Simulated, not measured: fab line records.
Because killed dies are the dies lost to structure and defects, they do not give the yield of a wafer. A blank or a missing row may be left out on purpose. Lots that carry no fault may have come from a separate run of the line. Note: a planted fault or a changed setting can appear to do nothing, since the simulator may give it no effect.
A single fault, viewed from 2 desks + flow n5-finfet + what lay behind the numbers comes last; until then each desk has only its own

## THE TOOL OWNER'S DESK: rie-diel-06
The tool's own readings at N5_BEOL_M8_TRENCH_ETCH_37 (etches SiCOH lowk in C4F6/O2, target depth 93.478 nm, time 31.2 s): means of the sampled wafers that have a number, for each lot that ran on this tool. Any lot whose mean is over 4 standard deviations away from the usual mean is out of limits and marked OUT; that distance is given in the brackets.
Columns: A = drypump-motor-current-A at N5_BEOL_M8_TRENCH_ETCH_37, usual 5.6 A; B = oes-product-au at N5_BEOL_M8_TRENCH_ETCH_37, usual 0.82 a.u.; C = rf-vpp-V at N5_BEOL_M8_TRENCH_ETCH_37, usual 668 V; D = showerhead-plenum-p-Torr at N5_BEOL_M8_TRENCH_ETCH_37, usual 2.86 Torr; E = throttle-valve-pct at N5_BEOL_M8_TRENCH_ETCH_37, usual 20.89 %
| lot  | first seen here | A   | B    | C   | D    | E     |
|------|-----------------|-----|------|-----|------|-------|
| L662 | day 11 04:26    | 5.5 | 0.78 | 665 | 2.81 | 21.01 |
| L661 | day 11 04:53    | 5.3 | 0.76 | 667 | 2.87 | 20.93 |
| L668 | day 13 04:24    | 5.3 | 0.74 | 668 | 2.85 | 21.03 |
This desk's verdict: no lot among the 3 shows anything out of limits.

## THE METROLOGY DESK
Means of the sampled wafers that have a number, per lot and without regard to the tool the lot ran on: this is what the gauges read. Any lot whose mean is over 4 standard deviations away from the usual mean is out of limits and marked OUT; that distance is given in the brackets. Readings shown: 7 out of 27 (the first out of limits, and those lying furthest out on some lot).
Columns: A = trench-depth-nm at N5_BEOL_M8_OCD_MEAS_38, usual 94.0 nm; B = M8_THK at N5_BEOL_M8_THK_MEAS_53, usual 81.1 nm; C = M8_RS at N5_BEOL_M8_RS_MEAS_57, usual 0.283 ohm/sq; D = COMB_M13 at N5_BEOL_M15_RC_MEAS_101, usual 4.2e-12 S/m; E = SERP_M11 at N5_BEOL_M15_RC_MEAS_101, usual 3.04 ohm/um; F = SERP_M8 at N5_BEOL_M15_RC_MEAS_101, usual 13.5 ohm/um; G = SERP_M8_max_site at N5_BEOL_M15_RC_MEAS_101, usual 14.2 ohm/um
| lot  | first seen here | A               | B    | C                | D       | E    | F               | G    |
|------|-----------------|-----------------|------|------------------|---------|------|-----------------|------|
| L662 | day 11 04:36    | 93.6            | 80.9 | 0.285            | 5.1e-12 | 3.08 | 13.5            | 13.9 |
| L663 | day 11 05:01    | 93.4            | 80.7 | 0.285            | 5.4e-12 | 3.02 | 14.2            | 14.7 |
| L661 | day 11 05:02    | 93.2            | 79.7 | 0.287            | 4.0e-12 | 3.13 | 13.4            | 14.2 |
| L668 | day 13 04:34    | 86.3 (-6.4) OUT | 74.0 | 0.317 (+4.6) OUT | 3.5e-12 | 3.03 | 15.4 (+4.2) OUT | 16.0 |
| L672 | day 13 11:47    | 94.2            | 83.1 | 0.278            | 4.3e-12 | 3.01 | 13.3            | 13.8 |
| L673 | day 14 00:19    | 92.8            | 78.2 | 0.291            | 2.6e-12 | 2.88 | 13.9            | 14.4 |
| L676 | day 14 06:53    | 94.5            | 79.9 | 0.289            | 5.2e-12 | 2.96 | 13.4            | 14.3 |
This desk's verdict: out of limits on L668, starting with L668 at day 13 04:34 (trench-depth-nm at N5_BEOL_M8_OCD_MEAS_38). L662, L663, L661, L672, L673, L676: within limits.

## ALL TOGETHER
At day 13 04:34 the metrology desk could have sounded an alarm, on L668.
The desk of the tool owner found nothing out of limits.
On record at the tool owner's desk: L668, within its limits.
All the named lots went through N5_BEOL_M8_TRENCH_ETCH_37 on rie-diel-06.

## WHAT HAD BEEN PUT IN BY THE SIMULATOR
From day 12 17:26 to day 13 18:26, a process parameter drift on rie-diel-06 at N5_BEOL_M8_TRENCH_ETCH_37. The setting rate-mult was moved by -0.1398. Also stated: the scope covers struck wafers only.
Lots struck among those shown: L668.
Per desk, hours elapsed from the start of the fault to the first reading out of limits: for the metrology desk, 11.
